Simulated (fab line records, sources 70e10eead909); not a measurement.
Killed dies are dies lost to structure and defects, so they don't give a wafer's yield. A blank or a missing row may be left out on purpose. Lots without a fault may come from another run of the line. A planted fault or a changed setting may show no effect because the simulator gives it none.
fab line records | flow nand_harc
record lots=12 wafers=34 last_day=33
route steps=1302 shown A_CHANNEL_FILL_D1@501 A_ONON_D2@556 END@1302
lots that met no fault: from a run of the same line without faults
start_h: hours from the record's first day to the start of the lot's first wafer shown | wait_h: hours since the lot's step before | " the same as in the row above | L1.1+2: a row that stands for several wafers | - no value, or no start given | * or withheld: withheld | < > ~ a bound
route shown NAME@n: a module of which the file shows steps, and the number in the route of the first | usual: mean/standard deviation of fault-free wafers | same: alike in all rows | chamber/n: place in a boat | sites: the reading at each site | _std_site: their standard deviation | _edge_site: outer sites' mean less inner sites' | radius_mm: how far each site lies from the wafer's centre | mask NAME#n: copy n | behind: the tool/chamber that last shaped the wafer | hold: why the lot was held/for how many hours/how that ended | device: the transistor (n, p or np) that didn't switch | end of line: the same wafers' tests at the end of the route | a step without rows: its recipe alone | killed: dies lost to structure and defects at the first sort, not the wafer's yield | map: a wafer's dies, x killed, . not, _ none there
set.NAME: the setting as run; set.NAME@STEP: as run at that earlier step | model.NAME: the simulator's own value behind a step, which no gauge read
steps of the route over a sample of lots; a table a step, a row a wafer
services: from which hour (start_h, from the record's first day; less than 0 if before it) a tool's chamber was out of use, for how many hours, and why
## steps
# step NHARC_A_CHANNEL_FILL_D1_STRIP_28
# recipe time_s=20 o2_flow_sccm=500 ar_flow_sccm=0 bias_w=0 chemistry=O2
# usual drypump_motor_current_A=5.5/0.33 oes_product_au=1.002/0.012 rf_vpp_V=57.7/0.84 showerhead_plenum_p_Torr=3.53/0.15 throttle_valve_pct=17.037/0.009
# columns lot.wafer tool chamber start_h wait_h drypump_motor_current_A oes_product_au rf_hours_counter_h rf_vpp_V showerhead_plenum_p_Torr throttle_valve_pct
L107.2 rie_diel-05 2 211.53 0.1 5.2 0.996 7.3 58.9 3.75 17.038
L107.1 " 0 " " 6.2 0.997 6.8 57.3 3.69 17.042
L107.5 " 1 " " 5.3 1.005 - 59.5 3.74 17.024
L109.2 rie_diel-12 0 234.28 0.1 5.4 1.019 9.0 55.6 3.31 17.049
L109.1 " 1 " " 5.4 1.000 9.1 57.8 3.42 17.021
L109.3 " 2 " " 5.4 1.001 8.7 56.3 3.50 17.043
L110.1 rie_diel-04 2 237.24 0.4 5.2 0.989 2.7 56.3 3.58 17.027
L110.2 " 0 " " 5.7 1.001 3.4 57.2 3.38 17.054
L110.6 " 2 " " 5.2 0.989 - 58.5 3.58 17.034
L113.1 rie_diel-05 3 263.37 0.1 5.3 0.994 0.9 57.5 3.50 17.028
L113.2 " 1 " " 5.3 1.010 0.7 57.7 3.74 17.043
L113.3 " 2 " " 5.2 0.988 0.9 56.9 3.75 17.035
L112.4 rie_diel-04 3 263.37 0.1 6.2 0.986 5.2 57.8 3.48 17.045
L112.2 " 1 " " 5.9 1.008 5.3 57.2 3.49 17.019
L112.5 " 3 " " 6.2 0.993 - 58.8 3.48 17.049
L116.5 rie_diel-04 0 294.26 0.1 5.7 1.003 - 58.1 3.38 17.035
L120.4 rie_diel-12 0 335.91 0.1 5.4 1.019 3.3 57.9 3.31 17.032
L120.1 " 2 " " 5.4 0.992 2.7 57.5 3.50 17.017
L120.6 " 0 " " 5.4 1.007 - 56.4 3.31 17.038
L124.4 rie_diel-12 2 379.48 0.1 5.3 0.999 4.8 59.2 3.50 17.042
L124.1 " 3 " " 5.5 1.023 5.6 57.8 3.36 17.029
L124.3 " 0 " " 5.4 1.012 5.1 57.3 3.31 17.034
L126.1 rie_diel-05 1 395.10 0.1 5.3 1.002 7.6 58.6 3.74 17.036
L126.2 " 3 " " 5.3 0.993 8.7 57.7 3.50 17.055
L126.4 " 0 " " 6.2 1.000 7.6 58.6 3.69 17.044
L127.3 rie_diel-12 0 419.06 0.1 5.3 0.997 8.1 57.8 3.31 17.027
L127.4 " 3 " " 5.5 1.029 8.6 57.5 3.36 17.034
L127.6 " 0 " " 5.4 0.984 - 56.4 3.31 17.029
L130.2 rie_diel-04 2 436.90 0.1 5.3 0.988 2.1 57.9 3.58 17.052
L130.4 " 3 " " 6.2 0.993 2.7 57.8 3.48 17.044
L130.3 " 1 " " 6.0 1.001 2.1 57.7 3.49 17.035
L129.3 rie_diel-05 2 436.90 0.1 5.2 0.994 1.8 57.4 3.74 17.063
L129.2 " 0 " " 6.2 0.996 1.2 58.9 3.69 17.036
L129.6 " 3 " " 5.3 1.002 - 57.0 3.50 17.037
# step NHARC_A_CHANNEL_FILL_D1_ALD_25
# recipe target_thk_a=600 pulse_time_s=10 ald_cycles=600 temp_c=300 material=SiOx
# usual heater_power_w=453/58 precursor_pulse_height_rel=1.002/0.021
# same ald_cycles=600
# columns lot.wafer tool chamber start_h wait_h heater_power_w precursor_pulse_height_rel
L107.1 ald_hk-02 0 223.45 0.1 542 0.995
L107.2 " 1 " " 430 0.994
L107.5 " 0 225.97 2.6 521 0.996
L109.1 ald_hk-03 2 246.75 0.7 412 1.041
L109.3 " 3 " " 472 0.995
L109.2 " 0 " " 414 0.972
L110.2 ald_hk-02 1 247.39 1.3 427 1.004
L110.1 " 2 " " 409 1.030
L110.6 " 0 249.25 3.2 534 0.981
L113.3 ald_hk-03 2 275.06 0.1 417 1.008
L113.1 " 3 " " 474 1.044
L113.2 " 1 276.89 1.9 332 1.012
L112.4 ald_hk-04 1 275.06 0.1 452 0.998
L112.2 " 3 277.55 2.5 507 1.003
L112.5 " 2 281.27 6.3 437 1.006
L116.5 ald_hk-03 0 309.15 3.2 433 1.030
L120.1 ald_hk-02 2 347.50 0.1 413 1.007
L120.4 " 0 348.73 1.3 549 1.020
L120.6 " 3 350.59 3.1 507 0.975
L124.4 ald_hk-02 1 391.42 0.0 431 0.985
L124.3 " 3 392.64 1.3 536 1.008
L124.1 " 0 " " 541 1.013
L126.4 ald_hk-04 1 406.77 0.1 453 0.956
L126.1 " 2 " " 441 0.973
L126.2 " 0 408.60 1.9 559 1.008
L127.3 ald_hk-03 2 430.83 0.1 412 1.019
L127.4 " 0 432.08 1.3 425 0.998
L127.6 " 3 433.96 3.2 460 1.000
L130.2 ald_hk-02 1 448.85 0.1 433 1.006
L130.3 " 2 " " 424 0.956
L130.4 " 3 " " 540 0.985
L129.3 ald_hk-04 2 448.85 0.1 414 1.029
L129.2 " 1 450.67 1.9 473 1.009
L129.6 " 2 " " 404 1.057
# step NHARC_A_CHANNEL_FILL_D1_INSPECT_13
# usual raw_defect_count=314/140
# columns lot.wafer tool chamber start_h wait_h raw_defect_count
L107.1 defect_inspect-01 - 236.38 0.0 384
L107.2 " - " " 222
L107.5 " - " " 214
L110.1 defect_inspect-01 - 258.01 0.0 594
L110.2 " - " " 557
L110.6 " - " " 573
L109.1 defect_inspect-02 - 258.03 0.0 282
L109.2 " - " " 454
L109.3 " - " " 355
L113.1 defect_inspect-01 - 286.73 0.0 257
L113.2 " - " " 287
L113.3 " - " " 190
L112.2 defect_inspect-02 - 291.13 0.0 203
L112.4 " - " " 202
L112.5 " - " " 196
L116.5 defect_inspect-01 - 317.81 0.0 524
L120.1 defect_inspect-01 - 359.44 0.0 497
L120.4 " - " " 307
L120.6 " - " " 538
L124.1 defect_inspect-02 - 403.01 0.0 172
L124.3 " - " " 226
L124.4 " - " " 142
L126.1 defect_inspect-01 - 418.54 0.0 309
L126.2 " - " " 255
L126.4 " - " " 191
L127.3 defect_inspect-01 - 442.74 0.0 250
L127.4 " - " " 256
L127.6 " - " " 227
L129.2 defect_inspect-02 - 460.65 0.0 161
L129.3 " - " " 203
L129.6 " - " " 139
L130.2 defect_inspect-01 - 460.65 0.0 304
L130.3 " - " " 331
L130.4 " - " " 256
# step NHARC_A_ONON_D2_DEP_16
# recipe target_thk_a=10000 n2_flow_sccm=2750 n2o_flow_sccm=2000 nh3_flow_sccm=500 sih4_flow_sccm=210 temp_c=400
# usual nh3_flow_sccm=500.1/1.6
# columns lot.wafer tool chamber start_h wait_h nh3_flow_sccm
L107.1 pecvd_onon-03 0 282.72 0.4 498.2
L107.2 " 0 " " 501.5
L107.5 " 0 " " 498.3
L110.1 pecvd_onon-03 0 305.15 0.4 501.6
L110.2 " 0 " " 501.4
L110.6 " 0 " " 501.3
L109.1 pecvd_onon-04 0 305.29 0.5 499.0
L109.2 " 0 " " 499.0
L109.3 " 0 " " 499.6
L113.1 pecvd_onon-03 0 330.46 0.4 499.5
L113.2 " 0 " " 502.4
L113.3 " 0 " " 501.0
L112.2 pecvd_onon-03 0 336.83 0.4 502.1
L112.4 " 0 " " 502.5
L112.5 " 0 " " 500.1
L116.5 pecvd_onon-03 0 363.71 0.6 502.8
L120.1 pecvd_onon-04 0 398.70 0.4 500.8
L120.4 " 0 " " 501.4
L120.6 " 0 " " 500.5
L124.1 pecvd_onon-02 0 448.75 0.4 498.9
L124.3 " 0 " " 498.5
L124.4 " 0 " " 500.4
L126.1 pecvd_onon-03 0 461.75 0.4 498.9
L126.2 " 0 " " 500.7
L126.4 " 0 " " 500.3
L127.3 pecvd_onon-02 0 488.52 0.5 500.4
L127.4 " 0 " " 500.1
L127.6 " 0 " " 499.9
L130.2 pecvd_onon-03 0 504.79 0.4 499.9
L130.3 " 0 " " 499.6
L130.4 " 0 " " 501.8
L129.2 pecvd_onon-02 0 504.79 0.4 499.8
L129.3 " 0 " " 499.8
L129.6 " 0 " " 501.4
# step NHARC_A_ONON_D2_THK_MEAS_18
# recipe thk_meas_gauge=ellipsometry
# usual thk_nm=997/8.1
# columns lot.wafer tool chamber start_h wait_h hold thk_nm
L107.1 film_metro-01 - 283.24 - - 1001
L107.2 " - " " - 1002
L107.5 " - " " - 1003
L110.1 film_metro-01 - 305.66 - - 1000
L110.2 " - " " - 1001
L110.6 " - " " - 1000
L109.1 film_metro-02 - 305.80 - - 993
L109.2 " - " " - 992
L109.3 " - " " - 992
L113.1 film_metro-02 - 330.97 - - 984
L113.2 " - " " - 987
L113.3 " - " " - 986
L112.2 film_metro-01 - 337.28 - await_dispo/0.2h/release 992
L112.4 " - " " await_dispo/0.2h/release 992
L112.5 " - " " await_dispo/0.2h/release 1287
L112.2 film_metro-01 - 337.45 0.2 - 992
L112.4 " - " " - 991
L112.5 " - " " - 1286
L116.5 film_metro-01 - 363.99 - await_dispo/0.2h/release 1292
L116.5 film_metro-01 - 364.16 0.2 - 1291
L120.1 film_metro-01 - 399.22 - - 990
L120.4 " - " " - 991
L120.6 " - " " - 993
L124.1 film_metro-01 - 449.26 - - 1014
L124.3 " - " " - 1016
L124.4 " - " " - 1016
L126.1 film_metro-02 - 462.26 - - 1000
L126.2 " - " " - 999
L126.4 " - " " - 998
L127.3 film_metro-02 - 488.92 - - 988
L127.4 " - " " - 988
L127.6 " - " " - 989
L130.2 film_metro-02 - 505.25 - - 999
L130.3 " - " " - 1000
L130.4 " - " " - 998
L129.2 film_metro-01 - 505.25 - - 994
L129.3 " - " " - 996
L129.6 " - " " - 997
# step NHARC_END_SORT_01
# recipe temp_c=25
# usual killed_at_array=61/26 killed_at_other=0.8/1.1 killed_at_periphery=4.0/2.6 killed_dies=66/26 killed_open=3.1/1.7 killed_short=2.5/1.5
# same gross_dies=677
# columns lot.wafer tool chamber start_h wait_h hold killed_at_array killed_at_other killed_at_periphery killed_dies killed_open killed_short
L107.1 prober-02 0 567.71 2.5 - 67 0 5 72 4 3
L107.2 prober-02 0 568.51 2.8 - 62 0 3 65 5 4
L107.5 prober-02 0 570.90 3.7 - 68 0 6 74 5 6
L110.1 prober-01 0 575.49 2.5 - 29 1 6 36 7 3
L110.2 prober-01 0 576.30 2.8 - 25 0 7 32 4 4
L110.6 prober-01 0 579.55 4.1 - 24 0 4 28 3 2
L109.1 prober-02 0 575.51 2.5 - 100 0 1 101 1 1
L109.2 prober-02 0 576.31 2.8 - 101 3 1 105 3 1
L109.3 prober-02 0 577.11 3.1 - 80 0 5 85 3 2
L113.1 prober-01 0 599.30 2.5 - 68 0 3 71 1 1
L113.2 prober-01 0 600.10 2.8 - 60 2 7 69 1 3
L113.3 prober-01 0 600.89 3.1 - 67 0 3 70 1 4
L112.2 prober-02 0 626.98 2.8 await_dispo/4.8h/release 46 1 0 47 2 1
L112.4 prober-02 0 628.59 3.4 await_dispo/4.8h/release 46 2 2 50 5 2
L112.5 prober-02 0 629.39 3.7 await_dispo/4.8h/release 676 0 1 677 1 4
L116.5 prober-01 0 645.93 3.7 await_dispo/1.9h/release 671 4 2 677 1 1
L120.1 prober-01 0 689.93 2.4 - 39 0 5 44 3 4
L120.4 prober-01 0 692.35 3.4 - 38 2 3 43 4 4
L120.6 prober-01 0 693.97 4.0 - 41 0 2 43 5 1
L124.1 prober-01 0 720.06 2.5 - 31 4 1 36 1 3
L124.3 prober-01 0 721.64 3.1 - 32 1 7 40 0 4
L124.4 prober-01 0 722.44 3.4 - 28 1 2 31 1 6
L126.1 prober-02 0 738.65 2.5 - 36 2 7 45 2 4
L126.2 prober-02 0 739.45 2.8 - 36 1 11 48 3 3
L126.4 prober-02 0 741.07 3.4 - 32 2 6 40 1 1
L130.2 prober-02 0 772.40 2.8 - 38 0 5 43 6 4
L130.3 prober-02 0 773.21 3.1 - 50 0 4 54 4 1
L130.4 prober-02 0 774.01 3.4 - 56 0 2 58 2 1
L127.3 prober-01 0 772.45 3.1 - 44 3 2 49 5 1
L127.4 prober-01 0 773.26 3.4 - 38 1 0 39 1 4
L127.6 prober-01 0 774.87 4.0 - 50 1 2 53 2 1
L129.2 prober-01 0 781.06 2.8 - 49 4 7 60 6 3
L129.3 prober-01 0 781.86 3.1 - 42 3 2 47 2 3
L129.6 prober-01 0 784.26 4.0 - 38 0 4 42 5 2
# killed by level:class
L107.1 A_CHANNEL_HOLE_D2:chamber_film_flake=35 A_SLIT:chamber_film_flake=20 A_CONTACT:chamber_film_flake=4 P_CONTACT:geometric_particle:open=2 A_WL_FILL:chamber_film_flake=2 P_M0:geometric_particle:open=1 A_ONON_D1:geometric_particle:open=1 A_CHANNEL_FILL_D1:geometric_particle:short=1
L107.2 A_CHANNEL_HOLE_D2:chamber_film_flake=28 A_SLIT:chamber_film_flake=23 A_CONTACT:chamber_film_flake=3 P_CONTACT:geometric_particle:open=1 P_BONDPAD:geometric_particle:open=1 A_ONON_D1:geometric_particle:short=1 A_CHANNEL_FILL_D1:geometric_particle:open=1 A_ONON_D2:geometric_particle:short=1
L107.5 A_CHANNEL_HOLE_D2:chamber_film_flake=29 A_SLIT:chamber_film_flake=28 A_ONON_D2:geometric_particle:open=2 P_STI:geometric_particle:short=1 P_GATE:geometric_particle:short=1 P_M0:geometric_particle:short=1 P_M1:geometric_particle:short=1 A_ONON_D1:geometric_particle:open=1
L110.1 A_CHANNEL_HOLE_D2:chamber_film_flake=10 A_CONTACT:chamber_film_flake=6 A_CHANNEL_HOLE_D1:chamber_film_flake=3 P_GATE:chamber_film_flake=2 A_STAIRCASE:chamber_film_flake=2 A_WL_FILL:chamber_film_flake=2 P_STI:geometric_particle:short=1 P_GATE:geometric_particle:open=1
L109.1 A_CHANNEL_HOLE_D1:chamber_film_flake=36 A_CHANNEL_HOLE_D2:chamber_film_flake=27 A_SLIT:chamber_film_flake=26 A_SGD_CUT:chamber_film_flake=5 A_ONON_D2:geometric_particle:short=1 A_CHANNEL_FILL_D2:geometric_particle:open=1 P_STI:chamber_film_flake=1 A_DECK1_JOINT:chamber_film_flake=1
L110.2 A_CHANNEL_HOLE_D2:chamber_film_flake=8 P_GATE:chamber_film_flake=3 A_STAIRCASE:chamber_film_flake=3 A_WL_FILL:chamber_film_flake=3 P_M1:geometric_particle:short=2 A_ONON_D2:geometric_particle:short=2 A_CHANNEL_HOLE_D1:chamber_film_flake=2 A_CONTACT:chamber_film_flake=2
L109.2 A_CHANNEL_HOLE_D2:chamber_film_flake=30 A_CHANNEL_HOLE_D1:chamber_film_flake=30 A_SLIT:chamber_film_flake=21 A_SGD_CUT:chamber_film_flake=9 THIN_TSV:chamber_film_flake=3 A_STAIRCASE:chamber_film_flake=3 A_CONTACT:chamber_film_flake=3 A_DECK1_JOINT:geometric_particle:open=2
L109.3 A_CHANNEL_HOLE_D1:chamber_film_flake=23 A_SLIT:chamber_film_flake=22 A_CHANNEL_HOLE_D2:chamber_film_flake=20 A_SGD_CUT:chamber_film_flake=5 P_STI:chamber_film_flake=4 A_STAIRCASE:chamber_film_flake=4 A_ONON_D1:geometric_particle:short=1 A_CHANNEL_FILL_D2:geometric_particle:open=1
L110.6 A_CHANNEL_HOLE_D2:chamber_film_flake=9 A_CONTACT:chamber_film_flake=4 P_GATE:chamber_film_flake=3 A_CHANNEL_HOLE_D1:chamber_film_flake=2 A_STAIRCASE:chamber_film_flake=2 P_M0:geometric_particle:open=1 A_SOURCE_PLATE:geometric_particle:open=1 A_SOURCE_PLATE:geometric_particle:short=1
L113.1 A_CHANNEL_HOLE_D1:chamber_film_flake=28 A_CHANNEL_HOLE_D2:chamber_film_flake=14 A_STAIRCASE:chamber_film_flake=11 A_CHANNEL_FILL_D1:chamber_film_flake=6 A_DECK1_JOINT:chamber_film_flake=3 A_ZERO_WELL:chamber_film_flake=2 A_CHANNEL_FILL_D1:geometric_particle:open=1 A_WL_FILL:geometric_particle:short=1
L113.2 A_CHANNEL_HOLE_D1:chamber_film_flake=32 A_CHANNEL_HOLE_D2:chamber_film_flake=12 A_STAIRCASE:chamber_film_flake=8 P_ZERO_WELL:chamber_film_flake=3 P_STI:chamber_film_flake=2 A_DECK1_JOINT:chamber_film_flake=2 A_CHANNEL_FILL_D1:chamber_film_flake=2 HYBRID_BOND:chamber_film_flake=2
L113.3 A_CHANNEL_HOLE_D1:chamber_film_flake=33 A_CHANNEL_HOLE_D2:chamber_film_flake=13 A_STAIRCASE:chamber_film_flake=11 P_ZERO_WELL:chamber_film_flake=3 A_CHANNEL_FILL_D1:chamber_film_flake=2 A_DECK1_JOINT:chamber_film_flake=2 A_ONON_D2:geometric_particle:short=1 A_CHANNEL_HOLE_D2:geometric_particle:short=1
L112.2 A_CHANNEL_HOLE_D2:chamber_film_flake=30 A_CONTACT:chamber_film_flake=5 A_WL_FILL:chamber_film_flake=3 A_CHANNEL_HOLE_D1:chamber_film_flake=2 A_DECK1_JOINT:geometric_particle:short=1 A_DECK1_JOINT:geometric_particle:open=1 A_M0:geometric_particle:open=1 THIN_TSV:chamber_film_flake=1
L112.4 A_CHANNEL_HOLE_D2:chamber_film_flake=29 A_CHANNEL_HOLE_D1:chamber_film_flake=6 A_SGD_CUT:geometric_particle:open=2 P_STI:chamber_film_flake=2 A_CONTACT:chamber_film_flake=2 THIN_TSV:chamber_film_flake=2 A_SOURCE_PLATE:geometric_particle:open=1 A_ONON_D1:geometric_particle:short=1
L112.5 A_ONON_D2:area_dep=635 A_CHANNEL_HOLE_D2:chamber_film_flake=27 A_CHANNEL_HOLE_D1:chamber_film_flake=4 A_WL_FILL:chamber_film_flake=3 A_WL_FILL:geometric_particle:short=2 A_CHANNEL_FILL_D1:geometric_particle:short=1 A_DECK1_JOINT:geometric_particle:short=1 A_WL_FILL:geometric_particle:open=1
L116.5 A_ONON_D2:area_dep=637 A_CHANNEL_HOLE_D2:chamber_film_flake=14 A_CHANNEL_HOLE_D1:chamber_film_flake=8 A_SLIT:chamber_film_flake=5 THIN_TSV:chamber_film_flake=4 A_CONTACT:chamber_film_flake=3 A_CHANNEL_FILL_D1:geometric_particle:open=1 A_SGD_CUT:geometric_particle:short=1
L120.1 A_CHANNEL_HOLE_D1:chamber_film_flake=30 A_ONON_D1:geometric_particle:short=2 P_CONTACT:geometric_particle:short=1 P_CONTACT:geometric_particle:open=1 A_CHANNEL_FILL_D1:geometric_particle:open=1 A_ONON_D2:geometric_particle:short=1 A_M1:geometric_particle:open=1 P_ZERO_WELL:chamber_film_flake=1
L120.4 A_CHANNEL_HOLE_D1:chamber_film_flake=24 A_STAIRCASE:chamber_film_flake=3 A_CONTACT:chamber_film_flake=2 THIN_TSV:chamber_film_flake=2 P_M0:geometric_particle:short=1 P_M1:geometric_particle:short=1 A_CHANNEL_FILL_D1:geometric_particle:open=1 A_CHANNEL_FILL_D1:geometric_particle:short=1
L120.6 A_CHANNEL_HOLE_D1:chamber_film_flake=24 A_CONTACT:chamber_film_flake=4 A_CHANNEL_FILL_D1:geometric_particle:open=2 A_CHANNEL_HOLE_D2:chamber_film_flake=2 A_STAIRCASE:chamber_film_flake=2 A_SLIT:chamber_film_flake=2 P_M0:geometric_particle:open=1 A_CHANNEL_FILL_D2:geometric_particle:short=1
L124.1 A_CHANNEL_HOLE_D1:chamber_film_flake=12 A_SLIT:chamber_film_flake=5 A_CONTACT:chamber_film_flake=5 A_STAIRCASE:chamber_film_flake=4 THIN_TSV:chamber_film_flake=3 A_CHANNEL_FILL_D1:geometric_particle:short=2 A_CHANNEL_FILL_D2:geometric_particle:open=1 A_WL_FILL:geometric_particle:short=1
L124.3 A_CHANNEL_HOLE_D1:chamber_film_flake=17 A_ZERO_WELL:chamber_film_flake=3 A_SGD_CUT:chamber_film_flake=3 A_CHANNEL_FILL_D2:geometric_particle:short=2 P_BONDPAD:chamber_film_flake=2 A_STAIRCASE:chamber_film_flake=2 A_SLIT:chamber_film_flake=2 A_CONTACT:chamber_film_flake=2
L124.4 A_CHANNEL_HOLE_D1:chamber_film_flake=9 A_SLIT:chamber_film_flake=4 A_CONTACT:chamber_film_flake=4 A_CHANNEL_FILL_D2:geometric_particle:short=2 A_M0:geometric_particle:short=2 P_GATE:chamber_film_flake=2 A_STAIRCASE:chamber_film_flake=2 A_SGD_CUT:chamber_film_flake=2
L126.1 A_CHANNEL_HOLE_D1:chamber_film_flake=12 A_STAIRCASE:chamber_film_flake=7 A_CONTACT:chamber_film_flake=7 P_M2:chamber_film_flake=3 A_SLIT:chamber_film_flake=3 A_DECK1_JOINT:geometric_particle:short=2 P_CONTACT:chamber_film_flake=2 THIN_TSV:chamber_film_flake=2
L126.2 A_CHANNEL_HOLE_D1:chamber_film_flake=14 A_STAIRCASE:chamber_film_flake=5 A_SLIT:chamber_film_flake=5 P_CONTACT:chamber_film_flake=4 A_CONTACT:chamber_film_flake=4 P_M2:chamber_film_flake=3 P_M0:geometric_particle:open=2 A_DECK1_JOINT:geometric_particle:short=1
L126.4 A_CHANNEL_HOLE_D1:chamber_film_flake=13 A_CONTACT:chamber_film_flake=10 A_SLIT:chamber_film_flake=4 P_CONTACT:chamber_film_flake=3 A_STAIRCASE:chamber_film_flake=3 P_M2:chamber_film_flake=2 THIN_TSV:chamber_film_flake=2 A_SGD_CUT:geometric_particle:short=1
L130.2 A_CHANNEL_HOLE_D2:chamber_film_flake=24 P_STI:geometric_particle:short=2 A_CHANNEL_HOLE_D1:chamber_film_flake=2 A_STAIRCASE:chamber_film_flake=2 A_CONTACT:chamber_film_flake=2 P_CONTACT:geometric_particle:open=1 P_M0:geometric_particle:open=1 A_ONON_D1:geometric_particle:short=1
L127.3 A_CHANNEL_HOLE_D1:chamber_film_flake=20 A_SLIT:chamber_film_flake=9 A_STAIRCASE:chamber_film_flake=5 A_WL_FILL:chamber_film_flake=3 A_CHANNEL_FILL_D2:chamber_film_flake=2 THIN_TSV:chamber_film_flake=2 P_GATE:geometric_particle:open=1 A_CHANNEL_HOLE_D1:geometric_particle:open=1
L130.3 A_CHANNEL_HOLE_D2:chamber_film_flake=27 A_SLIT:chamber_film_flake=7 A_CHANNEL_HOLE_D1:chamber_film_flake=5 A_STAIRCASE:chamber_film_flake=4 P_GATE:chamber_film_flake=2 A_ONON_D1:geometric_particle:open=1 A_DECK1_JOINT:geometric_particle:open=1 A_SGD_CUT:geometric_particle:open=1
L127.4 A_CHANNEL_HOLE_D1:chamber_film_flake=13 A_SLIT:chamber_film_flake=5 A_SGD_CUT:chamber_film_flake=4 A_CHANNEL_FILL_D2:chamber_film_flake=3 A_ONON_D1:geometric_particle:short=2 A_STAIRCASE:chamber_film_flake=2 A_CONTACT:chamber_film_flake=2 A_M0:chamber_film_flake=2
L130.4 A_CHANNEL_HOLE_D2:chamber_film_flake=38 A_CHANNEL_HOLE_D1:chamber_film_flake=6 A_CONTACT:chamber_film_flake=3 P_GATE:chamber_film_flake=2 A_SLIT:chamber_film_flake=2 A_ONON_D1:geometric_particle:open=1 A_CHANNEL_HOLE_D1:geometric_particle:open=1 A_M0:geometric_particle:short=1
L127.6 A_CHANNEL_HOLE_D1:chamber_film_flake=22 A_SLIT:chamber_film_flake=8 A_SGD_CUT:chamber_film_flake=5 A_CONTACT:chamber_film_flake=5 A_CHANNEL_FILL_D2:chamber_film_flake=3 A_STAIRCASE:chamber_film_flake=3 P_CONTACT:geometric_particle:open=1 A_SOURCE_PLATE:geometric_particle:open=1
L129.2 A_CHANNEL_HOLE_D1:chamber_film_flake=18 A_SLIT:chamber_film_flake=11 A_STAIRCASE:chamber_film_flake=4 THIN_TSV:chamber_film_flake=4 P_BONDPAD:chamber_film_flake=3 A_CHANNEL_HOLE_D2:chamber_film_flake=3 A_CONTACT:chamber_film_flake=3 P_ZERO_WELL:chamber_film_flake=2
L129.3 A_CHANNEL_HOLE_D1:chamber_film_flake=18 A_SLIT:chamber_film_flake=10 A_CONTACT:chamber_film_flake=6 A_ONON_D1:geometric_particle:short=2 P_BONDPAD:chamber_film_flake=2 A_DECK1_JOINT:chamber_film_flake=2 HYBRID_BOND:chamber_film_flake=2 A_ONON_D1:geometric_particle:open=1
L129.6 A_CHANNEL_HOLE_D1:chamber_film_flake=16 A_SLIT:chamber_film_flake=9 A_STAIRCASE:chamber_film_flake=3 A_CONTACT:chamber_film_flake=3 P_BONDPAD:chamber_film_flake=2 P_CONTACT:geometric_particle:open=1 A_ONON_D2:geometric_particle:open=1 A_ONON_D2:geometric_particle:short=1
## services
# columns tool chamber start_h hours kind
pecvd_onon-03 - 227.33 13.0 pm
rie_diel-05 - 229.60 9.0 pm
ald_hk-04 - 231.12 0.7 repair
ald_hk-04 - 254.08 10.0 pm
rie_diel-12 - 268.40 9.0 pm
rie_diel-12 2 288.87 6.6 repair
rie_diel-04 3 346.67 5.6 repair
ald_hk-02 - 353.74 10.0 pm
rie_diel-04 3 354.84 5.3 repair
rie_diel-04 - 354.93 9.0 pm
rie_diel-05 0 364.54 1.2 repair
ald_hk-04 - 365.01 0.6 repair
pecvd_onon-02 - 366.00 13.0 pm
rie_diel-04 1 375.32 6.9 repair
pecvd_onon-03 - 378.20 5.9 repair
ald_hk-02 - 379.74 11.0 repair
ald_hk-03 - 390.94 10.0 pm
rie_diel-05 - 406.60 9.0 pm
pecvd_onon-03 - 408.33 13.0 pm
rie_diel-12 - 445.40 9.0 pm
rie_diel-12 - 461.58 1.1 repair
rie_diel-12 1 483.84 15.0 repair
ald_hk-02 - 487.98 1.1 repair
rie_diel-05 0 503.77 4.8 repair
## key
first_sign step=NHARC_A_ONON_D2_THK_MEAS_18 reading=visit direction=added
effect step=NHARC_A_ONON_D2_THK_MEAS_18 reading=thk_nm direction=up sigmas=36 usual=997 struck=1289
effect step=NHARC_END_SORT_01 reading=killed_at_array direction=up sigmas=24 usual=61 struck=674
more_kills_born_at NHARC_A_ONON_D2_DEP_16@pecvd_onon-03=1272
met_at NHARC_A_ONON_D2_DEP_16
struck_lots L112,L116
struck_wafers L112.5,L116.5
later_rows_left_out L112.5,L116.5
tester_left_out L112,L116
not_acting_at NHARC_A_CHANNEL_FILL_D1_STRIP_28,NHARC_A_CHANNEL_FILL_D1_ALD_25,NHARC_A_CHANNEL_FILL_D1_INSPECT_13
onset_between 330.46 336.83
fault kind=process_parameter_drift tool=pecvd_onon-03 chamber=- onset_h=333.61 steps=NHARC_A_ONON_D2_DEP_16 channel=target_thk_a offset=* shape=step end_h=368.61 scope=struck_wafers_only acts_in=* stated=*
# tester_left_out: of these lots the tester's yield and bins aren't shown, on N5 and GAA mostly nor the transistor test; their killed dies are dies lost to structure and defects alone, not to doping, threshold or leakage, so they don't give the yield
# later_rows_left_out: the simulator's readings of these wafers behind a module that went badly wrong aren't trusted and aren't shown, but for the sort
